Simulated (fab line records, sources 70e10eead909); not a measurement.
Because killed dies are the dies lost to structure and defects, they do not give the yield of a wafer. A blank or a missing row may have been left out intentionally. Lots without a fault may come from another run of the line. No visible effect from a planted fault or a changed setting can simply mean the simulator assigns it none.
fab line records	flow nandHarc
record lots=14	wafers=42	lastDay=33
route steps=1302 shown A_ONON_D2@557 A_CHANNEL_HOLE_D2@587
lots that met no fault: from a run of the same line without faults
startH: the number of hours between the record's first day and the start of the first shown wafer of the lot	waitH: how many hours have passed since the lot's step before this one	" identical to the entry in the row above	L1.1+2: a single row standing in for several wafers	- no value, or no start was given	* or withheld: withheld	< > ~ a bound
route shown NAME@n: names a module that has steps shown in the file, with the first one's number in the route	usual: the fault-free wafers' mean and standard deviation	same: alike in all rows	chamber/n: place in a boat	sites: per-site readings	_std_site: standard deviation across them	_edge_site: outer sites' mean less inner sites'	radiusMm: how far each site lies from the wafer's centre	mask NAME#n: copy n	behind: the tool/chamber that last shaped the wafer	hold: cause of the lot's hold/its duration in hours/its outcome	device: the n, p or np transistor that did not switch	end of line: the same wafers' tests at the end of the route	where a step has no rows: the recipe by itself	killed: dies that structure and defects cost at the first sort, which is not the same as the wafer's yield	map: per-die view of a wafer (x killed, . not killed, _ where there is no die)
set.NAME: setting as actually run; set.NAME@STEP: the setting as run at that earlier step	model.NAME: the simulator's own value behind a step, which no gauge read
route steps across a sampled set of lots; one table per step, one row per wafer
services: a tool's chamber out of use, with start hour (startH, from the record's first day; less than 0 if before it), hours out, and reason
## steps
# step NHARC_A_ONON_D2_THK_MEAS_18
# recipe thkMeasGauge=ellipsometry
# usual thkNm=1001/7.6
lot.wafer	tool	chamber	startH	waitH	thkNm
L886.2	filmMetro-02	-	288.39	-	996
L886.3	"	-	"	"	998
L886.6	"	-	"	"	997
L889.2	filmMetro-01	-	319.88	-	1001
L889.5	"	-	"	"	1000
L889.6	"	-	"	"	1001
L888.1	filmMetro-01	-	319.94	-	1014
L888.3	"	-	"	"	1014
L888.5	"	-	"	"	1014
L890.2	filmMetro-02	-	326.01	-	1009
L890.5	"	-	"	"	1010
L890.6	"	-	"	"	1008
L892.1	filmMetro-02	-	334.20	-	1006
L892.2	"	-	"	"	1007
L892.6	"	-	"	"	1008
L893.2	filmMetro-02	-	356.71	-	994
L893.3	"	-	"	"	994
L893.5	"	-	"	"	996
L894.1	filmMetro-01	-	356.71	-	1001
L894.4	"	-	"	"	999
L894.5	"	-	"	"	999
L895.1	filmMetro-01	-	362.15	-	994
L895.3	"	-	"	"	997
L895.6	"	-	"	"	993
L896.3	filmMetro-01	-	373.56	-	990
L896.5	"	-	"	"	991
L896.6	"	-	"	"	992
L897.1	filmMetro-01	-	397.88	-	1005
L897.2	"	-	"	"	1004
L897.3	"	-	"	"	1002
L898.1	filmMetro-01	-	405.75	-	1012
L898.2	"	-	"	"	1011
L898.6	"	-	"	"	1012
L905.1	filmMetro-01	-	479.64	-	1005
L905.3	"	-	"	"	1006
L905.6	"	-	"	"	1005
L906.1	filmMetro-02	-	498.92	-	996
L906.3	"	-	"	"	996
L906.4	"	-	"	"	996
L907.1	filmMetro-02	-	510.99	-	999
L907.2	"	-	"	"	1000
L907.3	"	-	"	"	1001
# step NHARC_A_ONON_D2_INSPECT_32
# usual rawDefectCount=394/150
lot.wafer	tool	chamber	startH	waitH	rawDefectCount
L886.2	defectInspect-02	-	291.21	0.0	424
L886.3	"	-	"	"	229
L886.6	"	-	"	"	200
L889.2	defectInspect-01	-	322.84	0.0	576
L889.5	"	-	"	"	373
L889.6	"	-	"	"	932
L888.1	defectInspect-02	-	322.95	0.0	236
L888.3	"	-	"	"	208
L888.5	"	-	"	"	341
L890.2	defectInspect-01	-	328.83	0.0	298
L890.5	"	-	"	"	199
L890.6	"	-	"	"	242
L892.1	defectInspect-01	-	337.05	0.0	496
L892.2	"	-	"	"	416
L892.6	"	-	"	"	365
L894.1	defectInspect-02	-	359.51	0.0	435
L894.4	"	-	"	"	420
L894.5	"	-	"	"	539
L893.2	defectInspect-01	-	359.52	0.0	349
L893.3	"	-	"	"	440
L893.5	"	-	"	"	516
L895.1	defectInspect-01	-	365.00	0.0	331
L895.3	"	-	"	"	226
L895.6	"	-	"	"	302
L896.3	defectInspect-02	-	376.36	0.0	283
L896.5	"	-	"	"	213
L896.6	"	-	"	"	346
L897.1	defectInspect-02	-	400.70	0.0	370
L897.2	"	-	"	"	297
L897.3	"	-	"	"	292
L898.1	defectInspect-01	-	408.59	0.0	256
L898.2	"	-	"	"	417
L898.6	"	-	"	"	406
L905.1	defectInspect-01	-	482.43	0.0	256
L905.3	"	-	"	"	336
L905.6	"	-	"	"	247
L906.1	defectInspect-01	-	501.74	0.0	265
L906.3	"	-	"	"	329
L906.4	"	-	"	"	326
L907.1	defectInspect-02	-	513.81	0.0	397
L907.2	"	-	"	"	697
L907.3	"	-	"	"	450
# step NHARC_A_CHANNEL_HOLE_D2_ETCH_39
# recipe targetDepthA=2600	overEtchFrac=0.3	timeS=325	ionEnergyEv=200	n2FlowSccm=150	h2FlowSccm=150	arFlowSccm=0	rfW=400	biasW=150	chemistry=N2/H2
# usual drypumpMotorCurrentA=5.8/0.48	oesProductAu=1.000/0.01	rfFwdPowerW=399.2/1.2	rfVppV=430.6/2.5	runLengthS=346.4/0.43	showerheadPlenumPTorr=2.04/0.084	throttleValvePct=14.171/0.0098
lot.wafer	tool	chamber	startH	waitH	drypumpMotorCurrentA	oesProductAu	rfFwdPowerW	rfHoursCounterH	rfVppV	runLengthS	showerheadPlenumPTorr	throttleValvePct
L886.3	rieDiel-08	1	-	-	6.4	0.988	397.9	6.2	427.6	346.3	1.94	14.182
L886.2	"	2	"	"	5.8	1.008	398.6	6.3	428.4	347.1	1.95	14.169
L886.6	"	0	"	"	5.7	0.997	399.4	-	433.1	346.6	2.10	14.172
L889.2	rieDiel-12	0	-	-	5.4	0.993	402.1	1.3	430.5	345.7	2.02	14.176
L889.6	"	0	"	"	5.4	1.006	398.9	-	431.3	345.4	2.02	14.171
L889.5	"	1	"	"	5.2	1.012	398.4	-	433.9	346.1	2.14	14.166
L888.3	rieDiel-08	3	-	-	6.5	0.996	400.2	7.6	433.3	346.8	2.07	14.174
L888.1	"	0	"	"	5.7	1.017	398.5	5.9	432.6	346.2	2.10	14.172
L888.5	"	3	"	"	6.5	1.001	399.2	-	431.7	347.2	2.07	14.173
L890.2	rieDiel-12	2	-	-	5.3	1.015	399.4	1.9	433.3	346.4	2.13	14.165
L890.6	"	3	"	"	6.3	0.990	397.2	-	426.5	346.8	1.92	14.164
L890.5	"	0	"	"	5.4	1.007	400.9	-	429.4	345.7	2.02	14.169
L892.2	rieDiel-01	0	-	-	6.2	0.995	399.1	6.2	429.4	346.0	1.98	14.171
L892.1	"	1	"	"	5.4	1.017	402.0	6.5	426.9	346.8	1.91	14.172
L892.6	"	3	"	"	6.0	0.994	401.6	-	431.4	346.2	2.08	14.185
L894.4	rieDiel-12	1	-	-	5.2	0.997	400.0	4.0	433.0	346.3	2.14	14.166
L894.1	"	3	"	"	6.3	0.989	398.4	4.8	427.7	346.4	1.92	14.180
L894.5	"	1	"	"	5.2	0.979	399.6	-	433.0	346.6	2.14	14.172
L893.3	rieDiel-01	0	-	-	6.2	1.003	398.0	7.3	429.4	345.8	1.98	14.168
L893.2	"	3	"	"	6.0	1.003	399.8	6.4	432.1	346.9	2.08	14.170
L893.5	"	0	"	"	6.2	1.000	398.3	-	428.0	345.9	1.98	14.177
L895.1	rieDiel-12	1	-	-	5.2	0.997	400.2	4.5	432.3	346.2	2.14	14.175
L895.3	"	3	"	"	6.3	0.972	401.1	5.5	428.5	346.1	1.92	14.172
L895.6	"	1	"	"	5.2	0.998	399.9	-	431.9	346.2	2.14	14.170
L896.3	rieDiel-01	3	-	-	6.0	1.000	399.5	8.2	429.9	346.5	2.08	14.182
L896.5	"	3	"	"	6.0	0.991	402.0	-	431.9	347.0	2.08	14.160
L896.6	"	0	"	"	6.2	0.997	398.8	-	429.0	346.6	1.98	14.171
L897.1	rieDiel-12	0	-	-	5.4	0.996	398.7	7.0	430.3	345.8	2.02	14.152
L897.2	"	1	"	"	5.2	1.002	400.7	7.1	432.2	346.1	2.14	14.154
L897.3	"	2	"	"	5.3	1.018	398.2	7.3	433.7	346.1	2.13	14.168
L898.2	rieDiel-12	1	-	-	5.2	0.999	398.9	7.8	432.8	346.1	2.14	14.158
L898.1	"	3	"	"	6.3	0.981	398.2	7.7	427.3	346.2	1.92	14.154
L898.6	"	0	"	"	5.5	1.011	396.5	-	432.1	345.7	2.02	14.172
L905.3	rieDiel-08	0	-	-	5.7	1.002	397.7	4.7	432.4	346.2	2.10	14.155
L905.1	"	1	"	"	6.5	1.002	401.2	7.1	428.8	346.4	1.94	14.154
L905.6	"	3	"	"	6.4	0.988	399.6	-	431.0	347.3	2.07	14.183
L906.3	rieDiel-12	2	-	-	5.3	0.991	399.2	1.5	433.9	346.7	2.13	14.179
L906.1	"	3	"	"	6.3	0.999	397.8	2.1	426.4	346.1	1.92	14.175
L906.4	"	0	"	"	5.4	1.001	399.7	2.1	430.6	345.5	2.01	14.177
L907.3	rieDiel-08	1	-	-	6.4	1.004	398.2	9.5	426.7	346.7	1.94	14.167
L907.2	"	2	"	"	5.8	1.008	399.7	8.8	428.0	347.3	1.95	14.172
L907.1	"	3	"	"	6.5	0.996	398.7	7.9	432.1	347.4	2.07	14.182
# step NHARC_A_CHANNEL_HOLE_D2_ETCH_34
# recipe targetDepthA=1540	timeS=77	cf4FlowSccm=100	chf3FlowSccm=30	arFlowSccm=0	rfW=500	biasW=200	chemistry=CF4/CHF3
# usual chf3FlowSccm=30.00/0.09	drypumpMotorCurrentA=5.8/0.48	oesProductAu=0.959/0.023	rfFwdPowerW=495.9/2.2	rfVppV=370.5/2.2	runLengthS=98.3/0.42	showerheadPlenumPTorr=1.57/0.061	throttleValvePct=16.803/0.0091
lot.wafer	tool	chamber	startH	waitH	chf3FlowSccm	drypumpMotorCurrentA	oesProductAu	rfFwdPowerW	rfHoursCounterH	rfVppV	runLengthS	showerheadPlenumPTorr	throttleValvePct
L886.3	rieDiel-08	2	299.19	-	30.11	5.8	0.958	497.3	6.4	369.2	98.9	1.51	16.799
L886.2	"	3	"	"	29.93	6.5	0.942	495.7	6.4	371.2	99.0	1.60	16.802
L886.6	"	2	"	"	30.06	5.8	0.951	495.7	-	369.8	99.1	1.51	16.820
L889.2	rieDiel-12	2	327.26	-	30.01	5.2	0.938	493.8	1.2	372.8	98.7	1.64	16.799
L889.5	"	3	"	"	30.05	6.2	0.908	494.7	-	367.9	98.2	1.49	16.799
L889.6	"	0	"	"	29.98	5.4	0.930	497.2	-	369.0	97.9	1.56	16.818
L888.3	rieDiel-08	3	327.72	-	30.08	6.5	0.949	496.5	7.7	372.8	98.4	1.60	16.810
L888.1	"	2	"	"	29.98	5.8	0.954	498.8	7.5	368.8	99.1	1.51	16.798
L888.5	"	0	"	"	30.01	5.7	0.950	496.5	-	373.1	98.4	1.62	16.800
L890.2	rieDiel-12	3	332.17	-	29.89	6.3	0.938	493.8	2.3	368.3	98.6	1.49	16.802
L890.5	"	3	"	"	29.90	6.3	0.954	494.8	-	367.1	98.2	1.49	16.805
L890.6	"	0	"	"	29.95	5.4	0.966	499.1	-	368.6	97.6	1.56	16.792
L892.1	rieDiel-01	1	340.42	-	30.13	5.4	0.992	494.6	6.5	367.8	98.4	1.48	16.787
L892.2	"	2	"	"	30.11	6.4	0.993	498.9	5.6	373.1	98.1	1.66	16.811
L892.6	"	3	"	"	30.00	6.0	0.965	494.9	-	370.9	98.3	1.60	16.794
L894.1	rieDiel-12	1	364.39	-	29.82	5.2	0.959	497.7	4.1	373.3	98.2	1.64	16.798
L894.4	"	0	"	"	30.00	5.4	0.962	498.9	4.5	369.4	97.4	1.56	16.790
L894.5	"	1	"	"	29.90	5.2	0.965	497.2	-	374.1	98.1	1.64	16.795
L893.3	rieDiel-01	1	365.04	-	29.97	5.4	0.971	496.8	7.4	367.5	99.1	1.48	16.800
L893.2	"	2	"	"	30.07	6.4	0.957	496.3	6.4	373.0	98.0	1.66	16.817
L893.5	"	0	"	"	30.13	6.2	0.958	493.7	-	368.9	98.0	1.53	16.805
L895.3	rieDiel-12	2	368.25	-	30.00	5.2	0.987	493.3	5.0	371.1	98.5	1.64	16.794
L895.1	"	0	"	"	29.99	5.4	0.954	499.4	5.1	370.1	97.5	1.56	16.824
L895.6	"	2	"	"	30.08	5.2	0.981	494.9	-	371.2	98.2	1.64	16.812
L896.3	rieDiel-12	3	381.03	-	29.96	6.3	0.988	493.7	6.4	366.8	98.2	1.49	16.807
L896.6	"	1	"	"	30.05	5.2	0.999	497.4	-	373.7	98.2	1.64	16.797
L896.5	"	2	"	"	29.86	5.3	1.008	491.1	-	372.6	98.2	1.64	16.800
L897.3	rieDiel-12	1	404.96	-	30.03	5.2	0.912	495.9	7.2	371.7	98.2	1.64	16.806
L897.2	"	2	"	"	29.98	5.3	0.938	494.8	7.4	372.9	98.4	1.64	16.795
L897.1	"	0	"	"	30.01	5.4	0.916	498.8	7.1	370.1	97.5	1.56	16.797
L898.1	rieDiel-12	0	412.40	-	29.96	5.4	0.956	498.2	7.7	369.0	97.7	1.56	16.806
L898.2	"	3	"	"	29.97	6.3	0.949	493.0	7.8	370.4	98.0	1.49	16.788
L898.6	"	0	"	"	30.01	5.4	0.960	497.8	-	369.6	97.8	1.56	16.794
L905.3	rieDiel-08	0	488.14	-	30.09	5.7	0.986	-	4.8	372.3	86.1	1.61	16.808
L905.1	"	2	"	"	29.87	5.8	0.958	496.5	7.2	368.0	99.1	1.51	16.821
L905.6	"	0	"	"	30.15	5.7	0.988	-	-	371.4	86.2	1.61	16.786
L906.3	rieDiel-12	1	505.27	-	29.87	5.2	0.926	500.3	2.2	373.1	98.5	1.64	16.790
L906.4	"	3	"	"	30.08	6.2	0.908	495.7	2.3	369.4	98.6	1.49	16.809
L906.1	"	0	"	"	30.02	5.4	0.919	494.2	2.2	372.1	97.8	1.56	16.812
L907.1	rieDiel-08	2	517.15	-	30.05	5.8	0.983	496.2	9.0	369.8	98.7	1.51	16.818
L907.3	"	3	"	"	29.77	6.4	0.953	493.8	8.0	371.9	98.8	1.59	16.800
L907.2	"	0	"	"	30.08	5.7	0.970	-	7.7	372.0	86.2	1.61	16.803
## services
tool	chamber	startH	hours	kind
rieDiel-12	0	277.57	-	clean
rieDiel-12	1	277.57	-	clean
rieDiel-12	2	277.57	-	clean
rieDiel-12	3	277.57	-	clean
rieDiel-12	2	300.75	1.2	repair
rieDiel-12	0	302.07	-	clean
rieDiel-12	1	302.07	-	clean
rieDiel-12	2	302.07	-	clean
rieDiel-12	3	302.07	-	clean
rieDiel-12	2	316.86	4.9	repair
rieDiel-12	0	326.57	-	clean
rieDiel-12	1	326.57	-	clean
rieDiel-12	2	326.57	-	clean
rieDiel-12	3	326.57	-	clean
rieDiel-08	2	347.15	8.8	repair
rieDiel-12	0	351.07	-	clean
rieDiel-08	-	367.80	9.0	pm
rieDiel-01	1	379.55	7.3	repair
rieDiel-01	-	381.01	9.0	pm
rieDiel-08	0	431.90	7.5	repair
rieDiel-08	2	440.64	8.1	repair
rieDiel-12	-	445.57	9.0	pm
rieDiel-12	2	469.95	23.5	repair
rieDiel-01	-	477.96	2.3	repair
## key
firstSign step=NHARC_A_CHANNEL_HOLE_D2_ETCH_34	reading=runLengthS	direction=down	sigmas=29	usual=*	struck=*
effect none on later readings
metAt NHARC_A_CHANNEL_HOLE_D2_ETCH_34
struckLots L905,L907
struckWafers L905.3,L905.6,L907.2
laterRowsLeftOut L905.3,L905.6,L907.2
sortLeftOut L905.3,L905.6,L907.2
testerLeftOut L905,L907
notActingAt NHARC_A_ONON_D2_THK_MEAS_18,NHARC_A_ONON_D2_INSPECT_32,NHARC_A_CHANNEL_HOLE_D2_ETCH_39
onsetBetween 327.72 488.14
fault kind=processParameterDrift	tool=rieDiel-08	chamber=0	onsetH=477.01	steps=NHARC_A_CHANNEL_HOLE_D2_ETCH_34	channel=timeS	offset=*	shape=step	endH=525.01	actsIn=*	stated=*
# testerLeftOut: of these lots the tester's yield and bins aren't shown, on N5 and GAA mostly nor the transistor test; their killed dies are dies lost to structure and defects alone, not to doping, threshold or leakage, so they don't give the yield
# sortLeftOut: the simulated sort isn't trusted on such a fault, so these wafers' sort isn't shown, and their yield isn't known
# laterRowsLeftOut: the simulator's readings of these wafers behind a module that went badly wrong aren't trusted and aren't shown, but for the sort
